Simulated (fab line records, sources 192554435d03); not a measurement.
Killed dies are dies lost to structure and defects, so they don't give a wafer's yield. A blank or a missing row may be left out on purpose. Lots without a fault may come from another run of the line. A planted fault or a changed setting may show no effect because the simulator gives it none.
Chamber matching | flow n5_finfet | N5_SDB_ETCH_25 on rie_diel-06: 4 sister chambers
The step etches SiO2 in C4F6/O2, target depth 10 nm, time 3.3 s. 18 wafers are shown with their chamber, then 9 later ones without.

WAFERS WITH THEIR CHAMBER
wafer  | chamber | showerhead_plenum_p_Torr (Torr) | throttle_valve_pct (%) | rf_vpp_V (V)
L076.2 | 1       | 2.84                            | 20.95                  | 665
L076.4 | 1       | 2.84                            | 20.93                  | 665
L076.5 | 2       | 2.80                            | 21.32                  | 659
L079.3 | 3       | 2.71                            | 21.19                  | 656
L079.4 | 1       | 2.84                            | 20.96                  | 665
L079.6 | 2       | 2.80                            | 21.32                  | 659
L080.1 | 2       | 2.80                            | 21.34                  | 658
L080.3 | 3       | 2.71                            | 21.19                  | 658
L080.4 | 0       | 3.03                            | 21.08                  | 666
L082.1 | 1       | 2.84                            | 20.96                  | 666
L082.3 | 3       | 2.71                            | 21.20                  | 657
L082.4 | 0       | 3.03                            | 21.08                  | 666
L084.1 | 3       | 2.71                            | 21.21                  | 657
L084.3 | 0       | 3.03                            | 21.11                  | 667
L084.4 | 1       | 2.83                            | 20.99                  | 666
L086.1 | 1       | 2.83                            | 20.97                  | 664
L086.2 | 0       | 3.02                            | 21.09                  | 667
L086.6 | 3       | 2.70                            | 21.20                  | 657

SIGNATURES (means of the wafers above)
reading                  | chamber 0 | chamber 1 | chamber 2 | chamber 3 | scatter within a chamber
showerhead_plenum_p_Torr | 3.0275    | 2.8367    | 2.8000    | 2.7080    | 0.00454
throttle_valve_pct       | 21.0900   | 20.9600   | 21.3267   | 21.1980   | 0.015
rf_vpp_V                 | 666.50    | 665.17    | 658.67    | 657.00    | 0.681
Rule: a wafer's distance from a chamber is the root of the sum, over the readings, of the square of ((its reading less the chamber's mean) divided by the reading's scatter). The wafer belongs to the nearest chamber; if the next one is less than 2 further off, it can't be placed. The scatter: the root of (the sum of the squares of (reading less its chamber's mean) over the shown wafers, divided by (wafers less chambers)).

WAFERS WITHOUT THEIR CHAMBER
wafer  | showerhead_plenum_p_Torr (Torr) | throttle_valve_pct (%) | rf_vpp_V (V)
L085.3 | 3.02                            | 21.10                  | 666
L085.4 | 2.70                            | 21.22                  | 659
L085.6 | 2.80                            | 20.97                  | 656
L090.1 | 2.83                            | 20.99                  | 664
L090.2 | 3.02                            | 21.10                  | 665
L090.4 | 2.79                            | 20.97                  | 658
L094.1 | 3.02                            | 21.13                  | 667
L094.3 | 2.79                            | 21.00                  | 657
L094.4 | 3.02                            | 21.13                  | 665

WHICH CHAMBER EACH WENT THROUGH
wafer  | from the rows above | in truth
L085.3 | 0                   | 0
L085.4 | 3                   | 3
L085.6 | 1                   | 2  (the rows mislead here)
L090.1 | 1                   | 1
L090.2 | 0                   | 0
L090.4 | 1                   | 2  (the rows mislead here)
L094.1 | 0                   | 0
L094.3 | 1                   | 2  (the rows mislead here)
L094.4 | 0                   | 0
Placed correctly: 6 of 9. Can't be placed from these rows: 0. Placed wrongly: 3.
